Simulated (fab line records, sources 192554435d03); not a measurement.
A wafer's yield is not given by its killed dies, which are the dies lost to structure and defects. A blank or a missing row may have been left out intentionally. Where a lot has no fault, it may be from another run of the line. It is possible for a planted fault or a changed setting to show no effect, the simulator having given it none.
Struck lot and sound lot, side by side || flow n5_finfet || 16 out of 1938 route steps
Sound: these wafers, L343.3, L343.4, L343.6. Struck: wafer L337.4. (L337.1, L337.3 of the same lot were not struck and are left out.) The cause comes at the end.
Per side, at each step with rows, come the tool, then ch with its chambers, and then its first start. Under that, the readings that differ: sound wafers || struck wafers || difference of the means || sigmas: that difference in standard deviations of wafers without a fault.
alike: same words and numbers on both sides, and readings whose means sit less than 2 such deviations apart. not compared: any withheld reading, any reading some wafer has no value for, any bound like >300 that may hide the same value, and any number with overlapping values for which the record gives no deviation.
A row with sigmas, a row that says differs or no value, or rows on one side alone: a step with any of these is where the two part. Numbers that don't overlap but have no deviation are shown without sigmas and don't part them. A reading missing from all wafers of one side parts the sides only when that side holds two or more wafers.

first, 5 steps without rows for these wafers: N5_DUMMY_GATE_ETCH_36 (etches SiARC in CF4, target depth 13 nm); N5_DUMMY_GATE_ETCH_37 (etches SOC in N2/H2, target depth 60 nm, overetch 30 nm); N5_DUMMY_GATE_STRIP_38 (strips in N2/H2); N5_DUMMY_GATE_STRIP_39 (strips in N2/H2); N5_DUMMY_GATE_TRIM_49 (chemistry O2, time 29 s, target cd 14 nm).
N5_DUMMY_GATE_STRIP_40: strips in CF4.
  sound on rie_diel-05 ch 0,2,3, day 6 20:17; struck on rie_diel-04 ch 0, day 5 06:30
  alike: drypump_motor_current_A, oes_product_au, rf_vpp_V, showerhead_plenum_p_Torr, throttle_valve_pct
  not compared: rf_hours_counter_h
N5_DUMMY_GATE_CD_MEAS_50: the cd target is 14 nm.
  sound on cd_sem-03, day 6 20:20; struck on cd_sem-01, day 5 06:33
  alike: cd_nm
N5_DUMMY_GATE_ETCH_31: etches SiO2 in C4F6/O2, target depth 82.5 nm, time 27.5 s.
  sound on rie_diel-04 ch 1,2,3, day 6 20:23; struck on rie_diel-05 ch 0, day 5 06:39
{"reading": "showerhead_plenum_p_Torr (Torr)", "sound": "2.82 2.86 2.72", "struck": 2.95, "difference": "+0.15", "sigmas": "+2"}
  alike: drypump_motor_current_A, oes_product_au, rf_vpp_V, throttle_valve_pct
  not compared: rf_hours_counter_h
N5_DUMMY_GATE_STRIP_41: strips in O2.
  sound on rie_diel-04 ch 1,2,3, day 6 20:26; struck on rie_diel-05 ch 0, day 5 06:41
{"reading": "showerhead_plenum_p_Torr (Torr)", "sound": "2.08 2.12 1.99", "struck": 2.21, "difference": "+0.15", "sigmas": "+3"}
  alike: drypump_motor_current_A, o2_flow_sccm, oes_product_au, rf_vpp_V, throttle_valve_pct
  not compared: rf_hours_counter_h
N5_DUMMY_GATE_HM_OPEN_21: chemistry CH3F/O2, target SiNx, target depth 120 nm, time 171.4 s.
  sound on rie_diel-04 ch 1,2,3, day 6 20:28; struck on rie_diel-05 ch 0, day 5 06:44
{"reading": "showerhead_plenum_p_Torr (Torr)", "sound": "2.00 2.03 1.92", "struck": 2.10, "difference": "+0.12", "sigmas": "+2"}
  alike: drypump_motor_current_A, oes_product_au, rf_vpp_V, throttle_valve_pct
  not compared: rf_hours_counter_h
then, 1 step without rows for these wafers: N5_DUMMY_GATE_ETCH_32 (etches SiO2 in CF4, target depth 3.5 nm, time 3.9 s).
N5_DUMMY_GATE_ETCH_23: etches poly-Si in HBr/Cl2/O2, target depth 41 nm, time 22.3 s.
  sound on rie_si-01 ch 1,2,3, day 6 20:40; struck on rie_si-05 ch 2, day 5 06:55
  alike: drypump_motor_current_A, he_backside_leak_sccm, oes_product_au, throttle_valve_pct
  not compared: rf_hours_counter_h
N5_DUMMY_GATE_ETCH_44: etches poly-Si in HBr/O2, stops on SiO2, target depth 127.5 nm.
  sound on rie_si-01 ch 1,2,3, day 6 20:43; struck on rie_si-05 ch 2, day 5 06:59
{"reading": "model.DUMMY_GATE.feature_depth_nm (nm)", "sound": "73 72.4 72.4", "struck": 74.2, "difference": "+1.6", "sigmas": ""}
{"reading": "model.SiO2_of_DUMMY_GATE_ALD_02.thk_nm (nm)", "sound": "2 2 2", "struck": 0, "difference": -2, "sigmas": ""}
  alike: drypump_motor_current_A, he_backside_leak_sccm, oes_product_au, throttle_valve_pct
  not compared: rf_hours_counter_h
N5_DUMMY_GATE_CD_MEAS_24: the cd target is 15 nm.
  sound on cd_sem-02, day 6 20:50; struck on cd_sem-03, day 5 07:05
  alike: cd_nm
-- here the record skips 5 days between the struck wafers' starts before and after, leaving off in module DUMMY_GATE and picking up in module BEOL_M4 (first step shown: number 1111 of the route) --
N5_BEOL_M4_RC_MEAS_101:
  sound on prober-02 ch 0, day 12 06:32; struck on prober-02 ch 0, day 10 08:32
  alike: DIBL_N, DIBL_P, IOFF_N, IOFF_P, ION_N, ION_P, SS_N, SS_P, VT_N, VT_P
then, 1 step without rows for these wafers: N5_PASSIVATION_PROBE_49.

== WHERE THEY PART ==
Earliest at N5_DUMMY_GATE_ETCH_31; latest, in this record, at N5_DUMMY_GATE_HM_OPEN_21. Later steps at which nothing parts them and some readings are alike: N5_DUMMY_GATE_ETCH_23, N5_DUMMY_GATE_ETCH_44, N5_DUMMY_GATE_CD_MEAS_24, N5_BEOL_M4_RC_MEAS_101.

WHY: whatever the simulator had introduced
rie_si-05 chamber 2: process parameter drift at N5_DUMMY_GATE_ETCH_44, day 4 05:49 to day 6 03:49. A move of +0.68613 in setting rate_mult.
